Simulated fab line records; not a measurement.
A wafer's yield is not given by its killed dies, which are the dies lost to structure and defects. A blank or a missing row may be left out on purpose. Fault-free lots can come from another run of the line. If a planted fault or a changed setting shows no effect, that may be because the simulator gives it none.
Comparing a struck lot with a sound one	flow n5-finfet	37 out of 1938 route steps
Sound: the wafers L296.2, L296.3, L296.4. Struck: wafer L311.1 (L311.2, L311.3, from the same lot, were not struck and are left out); the cause is given at the end.
Each step with rows lists, per side, the tool, then ch with its chambers, then its first start. Under that, the readings that differ: sound wafers	struck wafers	difference of the means	sigmas: that difference in standard deviations of wafers without a fault.
alike: same words and numbers on both sides, and readings whose means sit less than 2 such deviations apart. not compared: any withheld reading, any reading some wafer has no value for, any bound like >300 that may hide the same value, and any number with overlapping values for which the record gives no deviation.
Wherever a step has rows on one side only, a row that says differs or no value, or a row with sigmas, the two part there. When numbers do not overlap yet have no deviation, they are printed without sigmas and do not part them. A reading missing from all wafers of one side parts the sides only when that side holds two or more wafers.

first, 10 steps without rows for these wafers: N5_DUMMY_GATE_ETCH_44 (etches poly-Si in HBr/O2, stops on SiO2, target depth 127.5 nm); N5_DUMMY_GATE_ETCH_42 (etches SiO2 in CHF3/O2, target depth 3.5 nm, time 31 s); N5_DUMMY_GATE_STRIP_48 (strips in N2/H2, time 20 s); N5_DUMMY_GATE_PRECLEAN_33 (cleans in dHF, time 10 s); N5_DUMMY_GATE_PRECLEAN_25 (cleans in O3/DIW, time 45 s); N5_DUMMY_GATE_PRECLEAN_51 (cleans in SC2, time 45 s); N5_DUMMY_GATE_SRD_26 (time 30 s); N5_DUMMY_GATE_UV_OZONE_45 (time 120 s); N5_SPACER0_ALD_07 (deposits SiNx, target thk 2 nm); N5_SPACER0_ALD_00 (deposits SiOCN, target thk 3.5 nm, pulse time 3 s, purge time 2 s).
N5_SPACER0_ALD_08: deposits SiNx, target thk 2 nm.
  sound on ald-sin-03 ch 1,2,3, day 3 20:04; struck on ald-sin-03 ch 0, day 8 20:01
reading	sound	struck	difference	sigmas
model.SiNx_of_SPACER0_ALD_08.thk-nm (nm)	2 2 2	1.2	-0.8	
  alike: heater-power-w
then, 18 steps without rows for these wafers: N5_SD_EPI_N_COAT_32 (time 60 s, resist thk 350 nm); N5_SD_EPI_N_COAT_33 (time 60 s, resist thk 35 nm); N5_SD_EPI_N_COAT_03 (resist thk 150 nm); N5_SD_EPI_N_EBR_05; N5_SD_EPI_N_SOFTBAKE_04 (time 60 s); N5_SD_EPI_N_EXPOSE_06 (exposes mask SD N BLK, target cd 120 nm); N5_SD_EPI_N_PEB_07 (peb time 60 s); N5_SD_EPI_N_DEVELOP_08 (develop time 30 s); N5_SD_EPI_N_DESCUM_14 (chemistry O2, time 7.9 s); N5_SD_EPI_N_ETCH_34 (etches SiARC in CF4, target depth 45.5 nm, time 75.8 s); N5_SD_EPI_N_ETCH_35 (etches SOC in N2/H2, overetch 108 nm, time 486 s); N5_SD_EPI_N_STRIP_36 (strips in N2/H2); N5_SD_EPI_N_ETCHBACK_44 (etches SiNx in CH3F/O2, stops on SiO2, target depth 14.5 nm); N5_SD_EPI_N_ETCH_45 (etches SiOCN in CH3F/O2, target depth 6 nm); N5_SD_EPI_N_ETCH_16 (etches SiO2 in CHF3/O2, target depth 5 nm); N5_SD_EPI_N_STRIP_47 (strips in CHF3/O2); N5_SD_EPI_N_SD_RECESS_17 (chemistry HBr/Cl2/O2, target depth 41 nm, time 23.7 s, bt time 3 s); N5_SD_EPI_N_STRIP_38 (strips in N2/H2).
N5_SD_EPI_N_WET_ETCH_43: etches SiO2 in dHF, time 14 s, target depth 1.5 nm.
  sound on wet-bench-03 ch 0,1,2, day 3 21:35; struck on wet-bench-03 ch 6, day 8 22:42
reading	sound	struck	difference	sigmas
model.SiNx_of_SPACER0_ALD_08.thk-nm (nm)	1.6 1.6 1.6	0.8	-0.8	
then, 5 steps without rows for these wafers: N5_SD_EPI_N_STRIP_18 (strips in SPM, time 750 s); N5_SD_EPI_N_SRD_20 (time 30 s); N5_SD_EPI_N_PRECLEAN_48 (cleans in NF3:NH3, afs cycles 2, time 20 s, sublimation time 60 s); N5_SD_EPI_N_VAPOR_ETCH_50 (etches Si in HCl, time 54 s); N5_SD_EPI_N_EPI_21 (deposits Si:P, time 690 s).
-- a jump in the record: the struck wafers' starts before and after are 5 days apart (it breaks off in module SD_EPI_N and resumes in module BEOL_M4, where the first step shown is number 1111 of the route) --
N5_BEOL_M4_RC_MEAS_101:
  sound on prober-01 ch 0, day 9 01:23; struck on prober-01 ch 0, day 14 04:18
reading	sound	struck	difference	sigmas
DIBL_P (mV/V)	37.8 40.1 39.1	43.9	+4.9	+2
IOFF_N (nA/um)	0.20 0.26 0.22	0.31	+0.08	+2
IOFF_N_85C (nA/um)	3.7 4.6 4.1	5.6	+1.5	+2
IOFF_N_LIN (nA/um)	0.089 0.108 0.098	0.130	+0.032	+2
IOFF_P (nA/um)	0.23 0.28 0.27	0.45	+0.19	+5
IOFF_P_85C (nA/um)	4.0 4.6 4.4	7.0	+2.7	+4
IOFF_P_LIN (nA/um)	0.106 0.117 0.117	0.190	+0.077	+5
ION_P (uA/um)	469 475 476	501	+28	+4
REXT_P (ohm.um)	102.1 102.5 101.2	90.4	-11.5	-4
VT_P (mV)	-249 -248 -246	-237	+11	+3
VT_P_LVT (mV)	-96.9 -95.9 -95.7	-86.2	+10.0	+4
  alike: DIBL_N, ION_N, SS_N, SS_P, VT_N
-- a jump in the record: the struck wafers' starts before and after are 4 days apart (it breaks off in module BEOL_M4 and resumes in module PASSIVATION, where the first step shown is number 1936 of the route) --
N5_PASSIVATION_PROBE_49:
  only the struck wafers here have rows in the record (prober-02, day 18 15:25); the sound ones have none

WHERE THEY PART
Last at N5_PASSIVATION_PROBE_49 as far as this record goes, first at N5_BEOL_M4_RC_MEAS_101.

WHY: whatever the simulator had introduced
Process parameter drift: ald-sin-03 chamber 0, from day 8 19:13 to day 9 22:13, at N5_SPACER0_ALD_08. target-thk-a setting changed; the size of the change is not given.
